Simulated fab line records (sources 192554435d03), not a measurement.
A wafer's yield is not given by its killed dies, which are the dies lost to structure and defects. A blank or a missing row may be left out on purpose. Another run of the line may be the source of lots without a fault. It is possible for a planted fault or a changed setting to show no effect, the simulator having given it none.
Lot-split experiment    flow n5_finfet    on a route of 1938 steps: 7 lots, 21 wafers read

ABOUT THE SPLIT
At N5_MIM_BOT_SPUTTER_00 (material TiN, target thk 35 nm, time 89.7 s), the setting time_s was moved away from the recipe's 89.7 s on 8 of the 21 wafers read, by -14.6% to +14.4%. This setting was run at the recipe's value on the other wafers.

Reading taken at the split's own step.

THE READING
TiN_of_MIM_BOT_SPUTTER_00.thk_nm (the simulator's own value, which no gauge read), in nm, at N5_MIM_BOT_SPUTTER_00 (material TiN, target thk 35 nm, time 89.7 s). The file does not state a usual value for it. Here, 13 wafers ran the recipe; their average is 34.8 nm with a standard deviation of 0.28 nm.

wafer   tool, chamber at the split  time_s as run, s  against the recipe  TiN_of_MIM_BOT_SPUTTER_00.thk_nm, nm  against lot-mates on the recipe
L074.2  pvd_sputter-02, -           89.7              recipe              35                                    -
L074.3  pvd_sputter-02, -           89.7              recipe              35                                    -
L074.5  pvd_sputter-02, -           89.7              recipe              35                                    -
L076.3  pvd_sputter-03, -           89.7              recipe              34.4                                  -
L076.4  pvd_sputter-03, -           98.66             +10.0%              38.2                                  +3.8
L076.6  pvd_sputter-03, -           98.66             +10.0%              38.2                                  +3.8
L080.2  pvd_sputter-03, -           89.7              recipe              34.6                                  -
L080.4  pvd_sputter-03, -           89.7              recipe              34.4                                  -
L080.6  pvd_sputter-03, -           89.7              recipe              34.4                                  -
L082.1  pvd_sputter-03, -           94.8              +5.7%               37                                    +2.2
L082.2  pvd_sputter-03, -           94.8              +5.7%               36.6                                  +1.8
L082.5  pvd_sputter-03, -           89.7              recipe              34.8                                  -
L083.2  pvd_sputter-02, -           89.7              recipe              35                                    -
L083.4  pvd_sputter-02, -           89.7              recipe              34.8                                  -
L083.6  pvd_sputter-02, -           76.62             -14.6%              30                                    -4.9
L089.3  pvd_sputter-03, -           99.92             +11.4%              38.6                                  +3.8
L089.4  pvd_sputter-03, -           89.7              recipe              34.8                                  -
L089.5  pvd_sputter-03, -           99.92             +11.4%              39                                    +4.2
L087.2  pvd_sputter-02, -           89.7              recipe              35.2                                  -
L087.6  pvd_sputter-02, -           89.7              recipe              35.2                                  -
L087.4  pvd_sputter-02, -           102.6             +14.4%              40.6                                  +5.4

FIT RESULTS
A straight line over all 21 wafers: TiN_of_MIM_BOT_SPUTTER_00.thk_nm changes by +0.353 nm for each +1% of time_s; r = +0.99; the points scatter about the line by 0.31 nm.
The same after taking each lot's own level away (the mean of its wafers on the recipe; 21 wafers): +0.357 nm for each +1%; r = +1.00; scatter 0.16 nm.
Per that fit: largest time_s move, reading shift of 5.2 nm.
From 34.40 to 35.20 nm: that is the span of the lots' own levels, equal to 2.9 times the standard deviation above.
Hence the lot-to-lot level has little effect on the slope; both slopes agree.
Check: for one of the wafers moved furthest among these (-14.6%), held out of the fit, the line's prediction against its lot-mates is -5.35 nm. Against them it came out at -4.9 nm.

ADDITIONAL SPLITS CARRIED BY THESE WAFERS
These wafers also went through other splits before the reading. Each is held against what the fit with the lots' levels taken away leaves over:
other split on the same wafers  wafers away from the commonest value  r with TiN_of_MIM_BOT_SPUTTER_00.thk_nm (lot level and that fit taken away)
N5_BEOL_M14_ILD_DEP_00 time_s   9                                     +0.19
N5_BEOL_M15_ILD_DEP_00 time_s   8                                     +0.15
N5_BEOL_M15_EXPOSE_07 dose_mj   2                                     -0.02

THE FILE'S OWN FIT
TiN_of_MIM_BOT_SPUTTER_00.thk_nm changes by +0.358 nm for each +1% of time_s, r = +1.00.
